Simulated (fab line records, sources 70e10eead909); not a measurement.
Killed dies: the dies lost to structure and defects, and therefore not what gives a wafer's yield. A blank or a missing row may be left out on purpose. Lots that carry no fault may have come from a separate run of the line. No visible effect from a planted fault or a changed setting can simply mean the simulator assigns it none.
2 desks looking at one fault -- flow nand harc -- numbers are kept per desk, each desk with only its own; the story behind them comes last

## THE TOOL OWNER'S DESK: rie diel-07
The tool's own readings at NHARC_P_M2_ETCH_35 (etches the open film in N2/H2, target depth 40 nm, overetch 12 nm, time 43.94 s): means of the sampled wafers that have a number, for each lot that ran on this tool. The brackets show how far a lot's mean lies from the usual mean; more than 4 standard deviations puts the lot out of limits, marked OUT.
Columns: A = drypump motor current A at NHARC_P_M2_ETCH_35, usual 5.8 A; B = oes product au at NHARC_P_M2_ETCH_35, usual 0.999 a.u.; C = rf vpp V at NHARC_P_M2_ETCH_35, usual 430.9 V; D = run length s at NHARC_P_M2_ETCH_35, usual 65.3 s; E = showerhead plenum p Torr at NHARC_P_M2_ETCH_35, usual 2.06 Torr; F = throttle valve pct at NHARC_P_M2_ETCH_35, usual 14.171 %
lot,first seen here,A,B,C,D,E,F
L200,day 6 15:49,5.7,0.996,431.5,65.3,2.06,14.181
L199,day 6 21:19,5.7,0.996,431.0,65.3,2.06,14.174
L201,day 6 21:31,5.5,1.004,431.0,65.7,2.08,14.173
L202,day 6 22:23,5.5,0.999,431.2,65.6,2.08,14.176
L206,day 7 23:28,5.8,0.998,430.9,65.5,2.08,14.175
L207,day 8 01:02,5.9,1.001,432.6,65.1,2.13,14.172
L209,day 8 19:46,5.5,1.003,431.5,65.5,2.08,14.175
L210,day 9 13:23,5.2,1.003,431.4,59.2 (-13) OUT,2.08,14.176
This desk finds L210 out of limits, L210 being first, at day 9 13:23 (run length s at NHARC_P_M2_ETCH_35). Within limits: L200, L199, L201, L202, L206, L207, L209.

## THE DEFECT DESK
For each lot, the counts of the inspections along the route, averaged over the sampled wafers that have a number. The brackets show how far a lot's mean lies from the usual mean; more than 4 standard deviations puts the lot out of limits, marked OUT.
Columns: A = raw defect count at NHARC_P_M2_INSPECT_11, usual 4.2
lot,first seen here,A
L200,day 6 15:40,3.7
L199,day 6 21:11,3.0
L201,day 6 21:20,9.0
L202,day 6 22:14,3.0
L203,day 7 02:38,2.3
L205,day 7 15:54,3.0
L206,day 7 23:19,8.0
L207,day 8 00:52,3.3
L208,day 8 18:53,5.3
L209,day 8 19:37,5.3
L210,day 9 13:14,5.0
L222,day 11 16:31,2.3
This desk's finding: nothing out of limits on any of the 12 lots.

## BROUGHT TOGETHER
The tool owner's desk had the chance to raise an alarm at day 9 13:23 on L210.
No out-of-limits result turned up at the defect desk.
The defect desk has L210 on record, within its limits.
On rie diel-07, each named lot ran NHARC_P_M2_ETCH_35.

## WHAT THE SIMULATOR HAD INSERTED
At NHARC_P_M2_ETCH_35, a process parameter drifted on rie diel-07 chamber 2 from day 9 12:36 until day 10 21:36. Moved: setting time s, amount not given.
Shown lots that were struck: L210.
Time in hours from fault onset to the first out-of-limits reading at each desk: the tool owner's desk, 1.
